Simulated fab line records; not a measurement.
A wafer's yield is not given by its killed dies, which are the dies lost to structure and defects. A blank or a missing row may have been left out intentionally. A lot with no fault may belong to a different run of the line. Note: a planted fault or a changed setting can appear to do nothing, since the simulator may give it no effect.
Chamber matching    flow n5 finfet    4 sister chambers for N5_BEOL_M9_ALD_74 on ald metal-02
The step deposits TaN, target thk 2 nm, pulse time 2 s, purge time 3 s. 14 wafers are shown with their chamber, then 7 later ones without.

## WAFERS PAIRED WITH THEIR CHAMBERS
wafer   chamber  heater power w (W)  mfc carrier sccm (sccm)
L074.2  2        406                 1495
L074.3  3        428                 1502
L074.5  2        413                 1493
L079.1  1        331                 1498
L079.3  2        401                 1501
L079.6  3        432                 1497
L086.1  0        354                 1495
L086.3  2        407                 1491
L086.4  3        438                 1496
L088.1  1        340                 1503
L088.3  3        430                 1500
L088.5  3        439                 1498
L090.1  2        415                 1503
L090.2  1        342                 1500

SIGNATURES (means of the wafers above)
reading           chamber 0  chamber 1  chamber 2  chamber 3  scatter within a chamber
heater power w    354.00     337.67     408.40     433.40     5.4
mfc carrier sccm  1495.00    1500.33    1496.60    1498.60    3.78
Rule: distance of a wafer from a chamber = root of the sum over the readings of ((wafer's reading minus chamber's mean) / reading's scatter) squared. The wafer belongs to the nearest chamber; if the next one is less than 2 further off, it can't be placed. The scatter: take each reading less its chamber's mean, square it, sum over the shown wafers, divide by the number of wafers less the number of chambers, and take the root.

## WAFERS WHOSE CHAMBER IS MISSING
wafer   heater power w (W)  mfc carrier sccm (sccm)
L090.5  410                 1506
L091.2  358                 1502
L091.3  332                 1495
L091.4  433                 1503
L092.2  345                 1505
L092.5  447                 1500
L092.6  362                 1497

## WHICH CHAMBER EACH ONE RAN IN
wafer   from the rows above      in truth
L090.5  2                        2
L091.2  can't be placed: 0 or 1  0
L091.3  1                        1
L091.4  3                        3
L092.2  can't be placed: 1 or 0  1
L092.5  3                        3
L092.6  0                        0
Correctly placed: 5 of 7. These rows do not allow placing 2 (true chamber among the candidates in 2). Placed wrongly: 0.
